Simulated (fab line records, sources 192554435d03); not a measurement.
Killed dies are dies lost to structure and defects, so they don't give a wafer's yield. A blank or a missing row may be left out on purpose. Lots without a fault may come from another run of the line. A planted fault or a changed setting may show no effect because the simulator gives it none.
Which tool did it? | flow n5_finfet | 24 lots, 72 wafers sampled, at 6 steps of a route of 1938

WHAT THE GAUGES READ, wafer by wafer
N5_MOL_CONTACT_COAG_CD_MEAS_99: target cd 17.2 nm. Usual: cd_nm 17.15 nm, standard deviation 0.29.
lot  | measured     | on        | cd_nm (nm)        | flag
L074 | day 4 16:14  | cd_sem-02 | 17.42 17.59 17.38 |
L075 | day 5 02:02  | cd_sem-03 | 17.52 17.09 16.88 |
L076 | day 5 03:58  | cd_sem-03 | 16.77 17.17 17.12 |
L077 | day 5 11:27  | cd_sem-03 | 16.99 17.00 16.95 |
L078 | day 5 21:34  | cd_sem-02 | 16.94 16.89 16.57 |
L079 | day 6 00:04  | cd_sem-01 | 17.01 17.36 17.54 |
L080 | day 6 03:05  | cd_sem-03 | 17.55 16.94 17.18 |
L081 | day 6 09:04  | cd_sem-02 | 17.35 17.45 17.30 |
L082 | day 6 16:13  | cd_sem-01 | 16.65 17.19 16.94 |
L083 | day 6 19:40  | cd_sem-03 | 17.38 16.87 16.90 |
L084 | day 7 04:13  | cd_sem-01 | 17.09 17.01 17.42 |
L085 | day 7 14:16  | cd_sem-01 | 17.19 17.04 17.18 |
L086 | day 7 16:23  | cd_sem-03 | 17.00 17.29 17.10 |
L087 | day 7 21:16  | cd_sem-02 | 16.68 16.88 17.00 |
L088 | day 8 07:20  | cd_sem-02 | 16.95 16.86 17.58 |
L089 | day 8 08:22  | cd_sem-01 | 16.86 17.20 17.44 |
L090 | day 8 14:47  | cd_sem-02 | 17.13 16.88 17.28 |
L091 | day 8 22:26  | cd_sem-01 | 17.70 16.74 16.98 |
L092 | day 9 07:03  | cd_sem-02 | 17.20 17.14 16.89 |
L093 | day 9 11:10  | cd_sem-02 | 17.03 17.37 16.74 |
L094 | day 9 22:04  | cd_sem-01 | 17.28 17.16 16.46 |
L095 | day 10 03:19 | cd_sem-02 | 17.46 17.30 17.48 |
L096 | day 10 09:06 | cd_sem-02 | 17.69 17.00 17.12 |
L097 | day 10 11:01 | cd_sem-01 | 17.70 17.48 17.25 |

N5_MOL_CONTACT_COAG_OVL_MEAS_41. Usual: VD_OVL -0.1 nm, standard deviation 0.6.
lot  | measured     | on         | VD_OVL (nm)    | flag
L074 | day 5 03:15  | overlay-02 | -0.3 0.8 -0.1  |
L075 | day 5 13:14  | overlay-02 | 0.1 -0.5 -0.4  |
L076 | day 5 16:00  | overlay-01 | 0.1 0.6 -0.1   |
L077 | day 5 20:34  | overlay-01 | -0.2 -0.1 0.1  |
L078 | day 6 09:09  | overlay-02 | 0.3 0.5 0.1    |
L079 | day 6 14:11  | overlay-02 | -0.6 -0.3 -0.4 |
L080 | day 6 14:42  | overlay-02 | 0.1 0.3 0.4    |
L081 | day 6 20:01  | overlay-02 | 0.2 -1.0 -1.1  |
L082 | day 7 03:07  | overlay-02 | -0.1 -0.6 -0.9 |
L083 | day 7 05:45  | overlay-01 | 0.7 0.5 -0.7   |
L084 | day 7 15:32  | overlay-01 | -1.0 -0.9 -0.1 |
L085 | day 8 01:19  | overlay-01 | -0.3 -0.2 0.4  |
L086 | day 8 01:44  | overlay-01 | 0.5 -0.6 -0.1  |
L087 | day 8 09:38  | overlay-01 | -0.6 -0.7 -0.4 |
L088 | day 9 00:37  | overlay-01 | 1.1 1.2 0.9    |
L089 | day 9 00:49  | overlay-01 | 0.1 -0.2 -0.7  |
L090 | day 9 06:20  | overlay-01 | 0.3 -0.4 0.6   |
L091 | day 9 11:58  | overlay-01 | -0.4 -0.4 0.2  |
L092 | day 9 16:19  | overlay-02 | -1.3 -0.9 -1.1 |
L093 | day 10 00:35 | overlay-02 | -0.3 0.1 -0.3  |
L094 | day 10 08:17 | overlay-01 | 0.6 0.0 0.7    |
L095 | day 10 14:13 | overlay-02 | -0.6 -0.8 -1.5 |
L096 | day 10 19:17 | overlay-01 | 0.2 -0.7 -1.0  |
L097 | day 10 23:11 | overlay-01 | -1.1 -0.4 -0.5 |

WHICH TOOL RAN EACH LOT (tool, then ch and the chambers of the sampled wafers, then the start)
lot  | N5_MOL_CONTACT_COAG_ETCH_15        | N5_MOL_CONTACT_COAG_CMP_23    | N5_MOL_CONTACT_COAG_ETCHBACK_135   | N5_MOL_CONTACT_COAG_STRIP_96
L074 | rie_diel-06 ch 0,3, day 4 16:04    | cmp-02 ch 0,2,3, day 4 21:13  | rie_diel-04 ch 1,2, day 5 02:31    | rie_diel-04 ch 1,2, day 5 02:37
L075 | rie_diel-02 ch 2,3, day 5 01:52    | cmp-02 ch 0,1, day 5 08:07    | rie_diel-02 ch 2,3, day 5 12:23    | rie_diel-02 ch 2,3, day 5 12:29
L076 | rie_diel-02 ch 1,3, day 5 03:47    | cmp-01 ch 0,2,3, day 5 09:56  | rie_diel-06 ch 1,3, day 5 15:09    | rie_diel-06 ch 1,3, day 5 15:15
L077 | rie_diel-02 ch 0,1, day 5 11:16    | cmp-04 ch 1,2, day 5 15:33    | rie_diel-04 ch 0,3, day 5 19:41    | rie_diel-04 ch 0,3, day 5 19:47
L078 | rie_diel-04 ch 0,2,3, day 5 21:23  | cmp-04 ch 0,1,2, day 6 04:07  | rie_diel-04 ch 0,2,3, day 6 08:14  | rie_diel-04 ch 0,2,3, day 6 08:20
L079 | rie_diel-06 ch 0,1, day 5 23:53    | cmp-01 ch 0,1,3, day 6 09:18  | rie_diel-06 ch 1,2, day 6 13:20    | rie_diel-06 ch 1,2, day 6 13:26
L080 | rie_diel-06 ch 1,2,3, day 6 02:55  | cmp-02 ch 1,2,3, day 6 09:31  | rie_diel-04 ch 1,2, day 6 13:49    | rie_diel-04 ch 1,2, day 6 13:55
L081 | rie_diel-06 ch 0,1,2, day 6 08:53  | cmp-02 ch 0,2,3, day 6 14:22  | rie_diel-02 ch 0,1,3, day 6 19:11  | rie_diel-02 ch 0,1,3, day 6 19:17
L082 | rie_diel-04 ch 0,1, day 6 16:02    | cmp-02 ch 0,1,3, day 6 21:34  | rie_diel-02 ch 0,1,2, day 7 02:22  | rie_diel-02 ch 0,1,2, day 7 02:28
L083 | rie_diel-04 ch 0,1,2, day 6 19:29  | cmp-04 ch 1,2,3, day 7 00:34  | rie_diel-06 ch 0,2,3, day 7 05:02  | rie_diel-06 ch 0,2,3, day 7 05:08
L084 | rie_diel-04 ch 1,3, day 7 04:02    | cmp-01 ch 0,1, day 7 10:16    | rie_diel-06 ch 2,3, day 7 14:49    | rie_diel-06 ch 2,3, day 7 14:55
L085 | rie_diel-02 ch 0,1, day 7 14:05    | cmp-04 ch 0,1,3, day 7 20:11  | rie_diel-04 ch 0,3, day 8 00:28    | rie_diel-04 ch 0,3, day 8 00:34
L086 | rie_diel-02 ch 1,2,3, day 7 16:13  | cmp-02 ch 0,1,3, day 7 20:28  | rie_diel-06 ch 0,1,2, day 8 01:00  | rie_diel-06 ch 0,1,2, day 8 01:06
L087 | rie_diel-02 ch 0,1,3, day 7 21:05  | cmp-01 ch 1,2, day 8 04:32    | rie_diel-06 ch 2,3, day 8 08:47    | rie_diel-06 ch 2,3, day 8 08:53
L088 | rie_diel-06 ch 0,1,2, day 8 07:09  | cmp-04 ch 0,2,3, day 8 16:48  | rie_diel-06 ch 0,3, day 8 23:46    | rie_diel-06 ch 0,3, day 8 23:52
L089 | rie_diel-04 ch 1,2, day 8 08:11    | cmp-04 ch 1,2,3, day 8 16:59  | rie_diel-04 ch 1,2,3, day 9 00:05  | rie_diel-04 ch 1,2,3, day 9 00:11
L090 | rie_diel-06 ch 0,3, day 8 14:36    | cmp-04 ch 0,1, day 8 22:21    | rie_diel-04 ch 1,3, day 9 05:38    | rie_diel-04 ch 1,3, day 9 05:44
L091 | rie_diel-04 ch 0,3, day 8 22:15    | cmp-02 ch 1,2, day 9 03:57    | rie_diel-06 ch 1,2,3, day 9 11:07  | rie_diel-06 ch 1,2,3, day 9 11:13
L092 | rie_diel-06 ch 1,3, day 9 06:52    | cmp-01 ch 2,3, day 9 11:12    | rie_diel-06 ch 0,2,3, day 9 15:28  | rie_diel-06 ch 0,2,3, day 9 15:34
L093 | rie_diel-04 ch 1,3, day 9 10:59    | cmp-02 ch 0,1,2, day 9 18:35  | rie_diel-02 ch 1,3, day 9 23:52    | rie_diel-02 ch 1,3, day 9 23:58
L094 | rie_diel-02 ch 0,2,3, day 9 21:52  | cmp-04 ch 0,1,3, day 10 03:10 | rie_diel-02 ch 1,2,3, day 10 07:26 | rie_diel-02 ch 1,2,3, day 10 07:32
L095 | rie_diel-04 ch 0,2,3, day 10 03:09 | cmp-01 ch 0,2,3, day 10 09:02 | rie_diel-02 ch 0,2,3, day 10 13:22 | rie_diel-02 ch 0,2,3, day 10 13:28
L096 | rie_diel-06 ch 2,3, day 10 08:55   | cmp-04 ch 0,1,3, day 10 14:19 | rie_diel-06 ch 1,2, day 10 18:34   | rie_diel-06 ch 1,2, day 10 18:40
L097 | rie_diel-02 ch 0,2, day 10 10:50   | cmp-01 ch 0,1,2, day 10 17:39 | rie_diel-02 ch 0,1,2, day 10 22:20 | rie_diel-02 ch 0,1,2, day 10 22:26
- N5_MOL_CONTACT_COAG_ETCH_15: etches SiNx in CH3F/O2, stops on Si:P, target depth 7 nm.
- N5_MOL_CONTACT_COAG_CMP_23: polishes, stops on SiO2, t overpolish 1.5 s, target thk 0 nm.
- N5_MOL_CONTACT_COAG_ETCHBACK_135: etches SiO2 in CHF3, target depth 25 nm, time 16.7 s.
- N5_MOL_CONTACT_COAG_STRIP_96: strips in N2/H2.

WHAT THE TOOLS THEMSELVES READ (means of the sampled wafers that have a number; where no wafer has one, the mark that the record gives instead)
N5_MOL_CONTACT_COAG_ETCH_15. Usual: CH3F_flow_sccm 29.99 sccm, standard deviation 0.086; drypump_motor_current_A 5.8 A, standard deviation 0.56; oes_o_777_au 0.78 a.u., standard deviation 0.079; oes_product_au 0.58 a.u., standard deviation 0.056; rf_vpp_V 299.1 V, standard deviation 2.8; showerhead_plenum_p_Torr 2.00 Torr, standard deviation 0.063; throttle_valve_pct 16.36 %, standard deviation 0.27.
lot  | tool        | CH3F_flow_sccm (sccm) | drypump_motor_current_A (A) | oes_o_777_au (a.u.) | oes_product_au (a.u.) | rf_vpp_V (V) | showerhead_plenum_p_Torr (Torr) | throttle_valve_pct (%) | flag
L074 | rie_diel-06 | 30.03                 | 5.5                         | 0.83                | 0.60                  | 300.3        | 2.00                            | 16.20                  |
L075 | rie_diel-02 | 29.94                 | 6.0                         | 0.79                | 0.59                  | 297.8        | 2.01                            | 16.53                  |
L076 | rie_diel-02 | 30.01                 | 5.2                         | 0.69                | 0.52                  | 296.6        | 2.01                            | 16.68                  |
L077 | rie_diel-02 | 29.98                 | 5.4                         | 0.81                | 0.59                  | 298.8        | 2.03                            | 16.26                  |
L078 | rie_diel-04 | 29.99                 | 6.1                         | 0.81                | 0.59                  | 299.5        | 2.02                            | 16.32                  |
L079 | rie_diel-06 | 29.86                 | 6.4                         | 0.78                | 0.58                  | 299.8        | 1.98                            | 16.20                  |
L080 | rie_diel-06 | 30.03                 | 5.5                         | 0.77                | 0.57                  | 301.3        | 2.01                            | 16.37                  |
L081 | rie_diel-06 | 30.02                 | 6.2                         | 0.76                | 0.57                  | 300.3        | 1.98                            | 16.27                  |
L082 | rie_diel-04 | 30.03                 | 6.2                         | 0.69                | 0.50                  | 296.5        | 1.97                            | 16.60                  |
L083 | rie_diel-04 | 29.98                 | 6.1                         | 0.74                | 0.54                  | 298.4        | 1.96                            | 16.50                  |
L084 | rie_diel-04 | 29.93                 | 5.9                         | 0.74                | 0.54                  | 299.0        | 2.01                            | 16.45                  |
L085 | rie_diel-02 | 29.93                 | 5.3                         | 0.83                | 0.61                  | 296.8        | 1.99                            | 16.05                  |
L086 | rie_diel-02 | 30.07                 | 5.7                         | 0.73                | 0.54                  | 297.9        | 2.02                            | 16.61                  |
L087 | rie_diel-02 | 30.00                 | 5.3                         | 0.75                | 0.55                  | 295.9        | 1.99                            | 16.40                  |
L088 | rie_diel-06 | 29.99                 | 6.1                         | 0.74                | 0.55                  | 300.4        | 1.97                            | 16.29                  |
L089 | rie_diel-04 | 30.06                 | 5.8                         | 0.87                | 0.64                  | 300.8        | 1.95                            | 16.27                  |
L090 | rie_diel-06 | 30.01                 | 5.5                         | 0.79                | 0.58                  | 301.3        | 1.99                            | 16.26                  |
L091 | rie_diel-04 | 29.92                 | 6.3                         | 0.73                | 0.54                  | 298.3        | 2.02                            | 16.46                  |
L092 | rie_diel-06 | 30.01                 | 5.4                         | 0.76                | 0.56                  | 301.9        | 2.06                            | 16.59                  |
L093 | rie_diel-04 | 30.02                 | 6.0                         | 0.85                | 0.62                  | 300.0        | 2.06                            | 16.19                  |
L094 | rie_diel-02 | 30.04                 | 5.6                         | 0.78                | 0.57                  | 295.9        | 1.98                            | 16.38                  |
L095 | rie_diel-04 | 30.01                 | 6.1                         | 0.85                | 0.63                  | 299.9        | 2.01                            | 16.23                  |
L096 | rie_diel-06 | 29.97                 | 5.6                         | 0.73                | 0.54                  | 300.5        | 1.94                            | 16.30                  |
L097 | rie_diel-02 | 30.01                 | 6.1                         | 0.83                | 0.61                  | 298.3        | 2.00                            | 16.27                  |

N5_MOL_CONTACT_COAG_CMP_23. Usual: motor_current_A 8.2 A, standard deviation 0.95; overpolish_run_s 1.501 s, standard deviation 0.01; pad_life_wafers 1154, standard deviation 450; time_to_endpoint_s 10.0 s, standard deviation 2.1.
lot  | tool   | motor_current_A (A) | overpolish_run_s (s) | pad_life_wafers | time_to_endpoint_s (s) | flag
L074 | cmp-02 | 7.8                 | 1.501                | 963             | 6.8                    |
L075 | cmp-02 | 7.5                 | 1.496                | 1028            | 11.6                   |
L076 | cmp-01 | 7.7                 | 1.495                | 2089            | 9.5                    |
L077 | cmp-04 | 10.0                | 1.498                | 716             | 10.3                   |
L078 | cmp-04 | 9.4                 | 1.500                | 836             | 10.6                   |
L079 | cmp-01 | 8.2                 | 1.502                | 164             | 10.5                   |
L080 | cmp-02 | 7.8                 | 1.493                | 1214            | 10.7                   |
L081 | cmp-02 | 8.0                 | 1.490                | 1262            | 10.8                   |
L082 | cmp-02 | 7.9                 | 1.500                | 1334            | 10.5                   |
L083 | cmp-04 | 9.6                 | 1.513                | 943             | 9.9                    |
L084 | cmp-01 | 8.0                 | 1.496                | 403             | 11.9                   |
L085 | cmp-04 | 8.6                 | 1.502                | 1136            | 8.0                    |
L086 | cmp-02 | 8.1                 | 1.503                | 1472            | 11.0                   |
L087 | cmp-01 | 7.7                 | 1.500                | 552             | 7.4                    |
L088 | cmp-04 | 8.4                 | 1.490                | 1334            | 11.2                   |
L089 | cmp-04 | 9.4                 | 1.503                | 1339            | 11.6                   |
L090 | cmp-04 | 9.1                 | 1.497                | 1388            | 11.2                   |
L091 | cmp-02 | 7.5                 | 1.499                | 1704            | 10.2                   |
L092 | cmp-01 | 7.3                 | 1.504                | 770             | 8.6                    |
L093 | cmp-02 | 7.4                 | 1.513                | 1801            | 10.6                   |
L094 | cmp-04 | 8.7                 | 1.500                | 1621            | 11.4                   |
L095 | cmp-01 | 7.7                 | 1.508                | 925             | 7.7                    |
L096 | cmp-04 | 9.0                 | 1.504                | 1706            | 9.5                    |
L097 | cmp-01 | 7.7                 | 1.501                | 1004            | 4.5                    |

N5_MOL_CONTACT_COAG_ETCHBACK_135. Usual: drypump_motor_current_A 5.8 A, standard deviation 0.55; oes_product_au 0.78 a.u., standard deviation 0.078; rf_vpp_V 527 V, standard deviation 4.6; showerhead_plenum_p_Torr 2.38 Torr, standard deviation 0.076; throttle_valve_pct 18.74 %, standard deviation 0.27.
lot  | tool        | drypump_motor_current_A (A) | oes_product_au (a.u.) | rf_vpp_V (V) | showerhead_plenum_p_Torr (Torr) | throttle_valve_pct (%) | flag
L074 | rie_diel-04 | 5.9                         | 0.75                  | 526          | 2.34                            | 18.87                  |
L075 | rie_diel-02 | 6.0                         | 0.80                  | 525          | 2.39                            | 18.95                  |
L076 | rie_diel-06 | 5.4                         | 0.78                  | 532          | 2.46                            | 18.93                  |
L077 | rie_diel-04 | 6.2                         | 0.83                  | 528          | 2.47                            | 18.66                  |
L078 | rie_diel-04 | 6.1                         | 0.81                  | 529          | 2.40                            | 18.72                  |
L079 | rie_diel-06 | 5.8                         | 0.76                  | 530          | 2.42                            | 18.87                  |
L080 | rie_diel-04 | 5.8                         | 0.80                  | 528          | 2.33                            | 18.79                  |
L081 | rie_diel-02 | 5.3                         | 0.77                  | 522          | 2.38                            | 18.77                  |
L082 | rie_diel-02 | 5.8                         | 0.81                  | 525          | 2.40                            | 18.66                  |
L083 | rie_diel-06 | 5.9                         | 0.78                  | 529          | 2.33                            | 18.55                  |
L084 | rie_diel-06 | 5.6                         | 0.76                  | 529          | 2.33                            | 18.64                  |
L085 | rie_diel-04 | 6.2                         | 0.79                  | 529          | 2.46                            | 18.69                  |
L086 | rie_diel-06 | 6.1                         | 0.75                  | 528          | 2.35                            | 18.67                  |
L087 | rie_diel-06 | 5.6                         | 0.75                  | 529          | 2.33                            | 18.65                  |
L088 | rie_diel-06 | 5.5                         | 0.79                  | 530          | 2.36                            | 18.66                  |
L089 | rie_diel-04 | 5.9                         | 0.87                  | 529          | 2.38                            | 18.64                  |
L090 | rie_diel-04 | 6.0                         | 0.88                  | 529          | 2.45                            | 18.59                  |
L091 | rie_diel-06 | 5.5                         | 0.75                  | 530          | 2.38                            | 18.82                  |
L092 | rie_diel-06 | 5.9                         | 0.76                  | 528          | 2.32                            | 18.60                  |
L093 | rie_diel-02 | 5.4                         | 0.68                  | 525          | 2.42                            | 19.06                  |
L094 | rie_diel-02 | 5.7                         | 0.73                  | 525          | 2.40                            | 19.03                  |
L095 | rie_diel-02 | 5.6                         | 0.77                  | 523          | 2.35                            | 18.79                  |
L096 | rie_diel-06 | 5.9                         | 0.72                  | 529          | 2.34                            | 18.77                  |
L097 | rie_diel-02 | 5.8                         | 0.79                  | 524          | 2.39                            | 18.71                  |

N5_MOL_CONTACT_COAG_STRIP_96. Usual: drypump_motor_current_A 5.8 A, standard deviation 0.55; oes_product_au 0.78 a.u., standard deviation 0.078; rf_vpp_V 121.9 V, standard deviation 1.3; showerhead_plenum_p_Torr 3.36 Torr, standard deviation 0.11; throttle_valve_pct 19.1 %, standard deviation 0.37.
lot  | tool        | drypump_motor_current_A (A) | oes_product_au (a.u.) | rf_vpp_V (V) | showerhead_plenum_p_Torr (Torr) | throttle_valve_pct (%) | flag
L074 | rie_diel-04 | 5.9                         | 0.75                  | 121.7        | 3.30                            | 19.1                   |
L075 | rie_diel-02 | 6.0                         | 0.80                  | 121.8        | 3.38                            | 19.3                   |
L076 | rie_diel-06 | 5.5                         | 0.80                  | 123.7        | 3.48                            | 19.4                   |
L077 | rie_diel-04 | 6.2                         | 0.83                  | 122.7        | 3.48                            | 18.8                   |
L078 | rie_diel-04 | 6.2                         | 0.81                  | 122.2        | 3.38                            | 18.9                   |
L079 | rie_diel-06 | 5.8                         | 0.76                  | 122.3        | 3.42                            | 19.1                   |
L080 | rie_diel-04 | 5.9                         | 0.80                  | 120.4        | 3.29                            | 19.0                   |
L081 | rie_diel-02 | 5.3                         | 0.77                  | 122.3        | 3.37                            | 19.4                   |
L082 | rie_diel-02 | 5.7                         | 0.82                  | 122.1        | 3.39                            | 19.1                   |
L083 | rie_diel-06 | 5.9                         | 0.79                  | 121.7        | 3.29                            | 18.8                   |
L084 | rie_diel-06 | 5.6                         | 0.76                  | 121.2        | 3.28                            | 18.9                   |
L085 | rie_diel-04 | 6.2                         | 0.80                  | 122.5        | 3.47                            | 18.8                   |
L086 | rie_diel-06 | 6.2                         | 0.75                  | 121.8        | 3.32                            | 18.8                   |
L087 | rie_diel-06 | 5.6                         | 0.75                  | 120.6        | 3.28                            | 18.9                   |
L088 | rie_diel-06 | 5.5                         | 0.80                  | 121.9        | 3.34                            | 19.1                   |
L089 | rie_diel-04 | 5.9                         | 0.87                  | 122.1        | 3.37                            | 18.8                   |
L090 | rie_diel-04 | 6.0                         | 0.87                  | 122.8        | 3.46                            | 18.8                   |
L091 | rie_diel-06 | 5.5                         | 0.75                  | 122.9        | 3.37                            | 19.2                   |
L092 | rie_diel-06 | 5.9                         | 0.77                  | 121.9        | 3.28                            | 18.9                   |
L093 | rie_diel-02 | 5.4                         | 0.68                  | 122.9        | 3.42                            | 19.5                   |
L094 | rie_diel-02 | 5.7                         | 0.72                  | 122.2        | 3.39                            | 19.4                   |
L095 | rie_diel-02 | 5.6                         | 0.78                  | 121.5        | 3.33                            | 19.3                   |
L096 | rie_diel-06 | 5.8                         | 0.72                  | 121.6        | 3.30                            | 18.9                   |
L097 | rie_diel-02 | 5.8                         | 0.78                  | 122.7        | 3.38                            | 19.1                   |

THE ANSWER, worked out from the rows above alone
Rule: a lot is off if the mean of its wafers that have a number lies more than 3 standard deviations from the usual mean. A lot without any number at a reading at which 4 lots or more have one is off too. The other lots that the step has rows for count as sound. The gauges are gone through in route order, then the tools' own readings, and for those a lot's mean is taken as printed above. The first step at which some lot is off is used, and at that step the reading that is off furthest; a lot without a number counts as furthest.
No lot is off at any reading shown: from this, nothing can be told.

WHAT THE SIMULATOR HAD PUT IN
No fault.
